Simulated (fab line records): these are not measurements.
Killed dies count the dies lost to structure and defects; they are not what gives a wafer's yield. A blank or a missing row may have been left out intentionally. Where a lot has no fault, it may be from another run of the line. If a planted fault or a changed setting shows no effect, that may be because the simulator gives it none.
Which tool did it? -- flow nandHarc -- Sampling: 24 lots, 72 wafers, 3 of 1302 route steps

== WHAT EACH GAUGE READ, for each wafer ==
NHARC_A_CHANNEL_HOLE_D1_OVL_MEAS_11.
lot,measured,on,overlayXNm (nm),overlayYNm (nm)
L074,day 8 09:38,overlay-01,-0.3 -0.2 0.0,0.3 -0.3 -0.2
L076,day 9 05:15,overlay-01,0.8 0.3 0.4,1.1 0.6 -0.4
L075,day 9 05:50,overlay-02,0.5 0.0 0.7,2.1 1.6 1.7
L077,day 9 16:49,overlay-02,0.2 0.3 0.4,0.4 0.7 0.7
L078,day 10 03:39,overlay-02,0.3 0.4 -0.1,-0.9 -0.8 -1.5
L079,day 10 13:55,overlay-02,-1.0 -0.9 -0.8,1.5 1.5 1.4
L080,day 10 22:52,overlay-01,-0.7 -1.1 -0.6,1.5 0.7 1.1
L082,day 11 11:10,overlay-01,1.0 0.9 1.3,-0.3 -0.8 -0.4
L081,day 11 12:37,overlay-02,1.4 0.9 1.1,-0.8 -0.3 -0.4
L083,day 12 01:19,overlay-01,0.6 1.0 0.5,0.9 0.8 1.0
L084,day 12 17:01,overlay-01,0.4 1.4 0.9,0.9 0.5 1.2
L085,day 13 03:14,overlay-01,2.4 2.1 2.7,0.8 0.8 0.9
L086,day 13 03:24,overlay-02,0.7 0.4 0.0,-0.4 -0.7 -1.0
L087,day 14 05:09,overlay-02,1.0 0.7 0.9,0.1 0.0 1.0
L089,day 14 10:56,overlay-02,-0.9 -0.3 -0.4,-0.4 -1.0 -0.6
L088,day 14 19:54,overlay-01,0.0 0.1 -0.2,-0.3 -0.7 -0.3
L090,day 15 09:16,overlay-02,0.2 -0.4 0.3,-1.3 -1.5 -1.0
L091,day 15 21:25,overlay-01,-1.3 -0.7 -1.8,0.1 0.3 -0.5
L093,day 16 05:40,overlay-02,0.3 0.3 0.1,1.4 1.2 0.9
L092,day 16 06:53,overlay-02,0.0 0.2 0.2,0.5 1.0 0.3
L094,day 16 15:50,overlay-01,0.6 0.9 0.8,-0.2 -0.5 -0.5
L095,day 17 01:05,overlay-01,-0.7 -0.5 -0.5,0.7 1.0 0.6
L097,day 17 19:58,overlay-01,0.7 0.2 1.1,1.4 1.6 1.7
L096,day 19 04:59,overlay-02,-0.2 0.3 0.3,0.9 1.2 1.3

NHARC_A_ONON_D2_THK_MEAS_11: measures by ellipsometry.
lot,measured,on,thkNm (nm)
L074,day 12 09:16,filmMetro-02,1002 1003 1003
L076,day 13 05:56,filmMetro-02,980 978 978
L075,day 13 05:57,filmMetro-01,1007 1006 1007
L077,day 13 15:55,filmMetro-02,1012 1009 1010
L078,day 14 05:53,filmMetro-01,1005 1009 1007
L079,day 14 11:28,filmMetro-02,995 994 994
L080,day 15 01:08,filmMetro-02,1016 1016 1015
L082,day 15 07:57,filmMetro-01,999 998 1001
L081,day 15 07:59,filmMetro-02,1000 996 998
L083,day 15 23:23,filmMetro-01,993 992 994
L084,day 16 17:13,filmMetro-01,996 998 995
L085,day 16 22:49,filmMetro-01,972 973 975
L086,day 16 22:47,filmMetro-01,984 983 984
L087,day 18 09:57,filmMetro-01,1010 1008 1009
L089,day 18 10:10,filmMetro-02,988 987 988
L088,day 18 23:03,filmMetro-01,995 993 995
L090,day 19 07:58,filmMetro-02,1001 999 1003
L091,day 19 13:46,filmMetro-02,996 997 995
L093,day 20 03:54,filmMetro-01,1001 1001 1001
L092,day 20 04:02,filmMetro-01,1006 1005 1002
L094,day 20 16:35,filmMetro-02,998 998 998
L095,day 20 22:09,filmMetro-01,1002 1002 1004
L097,day 22 00:41,filmMetro-02,999 1000 1000
L096,day 23 05:31,filmMetro-02,987 986 985

== EACH LOT AND THE TOOL THAT RAN IT (in order: tool; ch and the chambers of the sampled wafers; start) ==
lot,NHARC_A_CHANNEL_FILL_D1_CMP_10
L074,"cmp-02 ch 1,2,3, day 10 18:57"
L076,"cmp-03 ch 0,3, day 11 11:47"
L075,"cmp-04 ch 0,1, day 11 11:47"
L077,"cmp-04 ch 0,3, day 12 00:24"
L078,"cmp-02 ch 0,1, day 12 10:43"
L079,"cmp-02 ch 0,2, day 13 00:11"
L080,"cmp-04 ch 1,2,3, day 13 13:49"
L082,"cmp-02 ch 0,1,3, day 13 21:04"
L081,"cmp-03 ch 2,3, day 13 21:04"
L083,"cmp-02 ch 0,2, day 14 07:43"
L084,"cmp-02 ch 0,1,3, day 15 04:24"
L085,"cmp-04 ch 0,1,2, day 15 13:01"
L086,"cmp-02 ch 0,2,3, day 15 13:02"
L087,"cmp-02 ch 0,2,3, day 16 14:32"
L089,"cmp-04 ch 2,3, day 16 20:00"
L088,"cmp-03 ch 1,2,3, day 17 06:29"
L090,"cmp-03 ch 2,3, day 17 20:02"
L091,"cmp-03 ch 1,2,3, day 18 03:54"
L093,"cmp-02 ch 0,2, day 18 14:04"
L092,"cmp-03 ch 1,2, day 18 14:04"
L094,"cmp-03 ch 0,1,3, day 19 00:40"
L095,"cmp-04 ch 1,3, day 19 08:25"
L097,"cmp-04 ch 0,2,3, day 20 03:34"
L096,"cmp-02 ch 0,1,2, day 21 15:16"
- NHARC_A_CHANNEL_FILL_D1_CMP_10: polishes, target thk 150 nm.

== AS READ BY THE TOOLS THEMSELVES (means over the sampled wafers that have a number; for cases with no such wafer, the mark the record gives instead) ==
NHARC_A_CHANNEL_FILL_D1_CMP_10.
lot,tool,motorCurrentA (A),timeToEndpointS (s)
L074,cmp-02,11.3,15.5
L076,cmp-03,11.8,17.9
L075,cmp-04,11.5,14.2
L077,cmp-04,11.5,17.1
L078,cmp-02,12.2,18.8
L079,cmp-02,12.3,15.1
L080,cmp-04,12.4,13.7
L082,cmp-02,11.8,15.7
L081,cmp-03,12.0,14.2
L083,cmp-02,12.2,14.8
L084,cmp-02,12.0,14.3
L085,cmp-04,12.0,15.9
L086,cmp-02,11.8,17.0
L087,cmp-02,11.4,13.5
L089,cmp-04,11.6,14.7
L088,cmp-03,11.5,13.4
L090,cmp-03,11.9,14.1
L091,cmp-03,11.8,12.3
L093,cmp-02,11.6,12.7
L092,cmp-03,11.7,14.1
L094,cmp-03,11.5,16.4
L095,cmp-04,11.8,14.7
L097,cmp-04,11.4,15.5
L096,cmp-02,12.1,14.1

== THE ANSWER, worked out from the rows above alone ==
Rule: the usual values come from the lots themselves. The widest of any qualifying gaps counts: lots, ordered by their means at a reading, are off when they make up no more than a third of the lots, leave a main group of 4 or more, and stand apart from it by 3 or more times the standard deviation of that group's means. The tables above print the reading to a certain number of digits; a main group whose means all agree to those digits is not used. Also off: a lot with no number at a reading for which 4 or more lots have one. Where the step has rows for the other lots, those lots are counted as sound. The gauges are gone through in route order, then the tools' own readings, and for those a lot's mean is taken as printed above. At the first step where some lot is off, the reading lying furthest off is the one used; lots without a number count as furthest.
Nothing can be told from this: no lot is off at any reading shown.

== WHAT THE SIMULATOR PUT IN ==
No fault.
